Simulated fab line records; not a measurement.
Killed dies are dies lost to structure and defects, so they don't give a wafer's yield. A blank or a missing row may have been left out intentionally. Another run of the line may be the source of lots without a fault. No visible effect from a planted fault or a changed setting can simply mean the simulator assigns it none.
Tool commonality check + flow nand_harc + Sampled: 2 lots, 6 wafers

WHY THIS WAS OPENED
Flagged at NHARC_END_SORT_01: reading killed_at_periphery, on 2 of 2 lots. No-fault wafers: 3.9, standard deviation 2.6.
Rule: a lot is flagged when every wafer of it that has a number lies more than 4 standard deviations from that mean, or none has a number. All remaining lots are regarded as sound.

| lot  | measured     | on        | killed_at_periphery, wafer by wafer | flag    |
|------|--------------|-----------|-------------------------------------|---------|
| L405 | day 20 11:01 | prober-01 | 657 665 653                         | FLAGGED |
| L407 | day 21 04:19 | prober-02 | 646 647 653                         | FLAGGED |
Averaged over the flagged lots the numbers come to 653.5, +649.6 from the usual (+99 or more standard deviations).

WHICH TOOL EACH LOT WENT THROUGH
The record holds 3 process steps before the reading, out of a route of 1159 steps. In each cell: the tool, then ch and the chambers that the sampled wafers went through, then the start.
| lot  | flag    | NHARC_P_ZERO_WELL_ETCH_63       | NHARC_P_STI_HM_DEP_30      | NHARC_P_STI_ETCH_15             |
|------|---------|---------------------------------|----------------------------|---------------------------------|
| L405 | FLAGGED | rie_si-04 ch 0,1,3, day 2 19:34 | lpcvd-01 ch 0, day 3 12:49 | rie_si-02 ch 0,2,3, day 3 21:53 |
| L407 | FLAGGED | rie_si-01 ch 0,2, day 3 07:42   | lpcvd-02 ch 1, day 4 04:15 | rie_si-05 ch 1,2,3, day 4 12:58 |
These steps, and what they do:
- NHARC_P_ZERO_WELL_ETCH_63: etches the open film in HBr/Cl2, target depth 120 nm, time 40.1 s.
- NHARC_P_STI_HM_DEP_30: deposits Si3N4, target thk 80 nm, time 873 s.
- NHARC_P_STI_ETCH_15: etches the open film in HBr/Cl2, target depth 300 nm, time 100.1 s.
- NHARC_END_SORT_01

FLAGGED AGAINST TOTAL, ONE TOOL AT A TIME (gauges that did the reading follow at the end)
| step                      | tool      | lots run | flagged | share of the flagged lots | sound lots run after its first flagged lot |
|---------------------------|-----------|----------|---------|---------------------------|--------------------------------------------|
| NHARC_P_ZERO_WELL_ETCH_63 | rie_si-01 | 1        | 1       | some                      | 0                                          |
| NHARC_P_ZERO_WELL_ETCH_63 | rie_si-04 | 1        | 1       | some                      | 0                                          |
| NHARC_P_STI_HM_DEP_30     | lpcvd-01  | 1        | 1       | some                      | 0                                          |
| NHARC_P_STI_HM_DEP_30     | lpcvd-02  | 1        | 1       | some                      | 0                                          |
| NHARC_P_STI_ETCH_15       | rie_si-02 | 1        | 1       | some                      | 0                                          |
| NHARC_P_STI_ETCH_15       | rie_si-05 | 1        | 1       | some                      | 0                                          |
| NHARC_END_SORT_01         | prober-01 | 1        | 1       | some                      | 0                                          |
| NHARC_END_SORT_01         | prober-02 | 1        | 1       | some                      | 0                                          |

THE TABLE: WHAT IT ALLOWS
No row of the table ran every flagged lot.

WHAT WAS PUT IN BY THE SIMULATOR
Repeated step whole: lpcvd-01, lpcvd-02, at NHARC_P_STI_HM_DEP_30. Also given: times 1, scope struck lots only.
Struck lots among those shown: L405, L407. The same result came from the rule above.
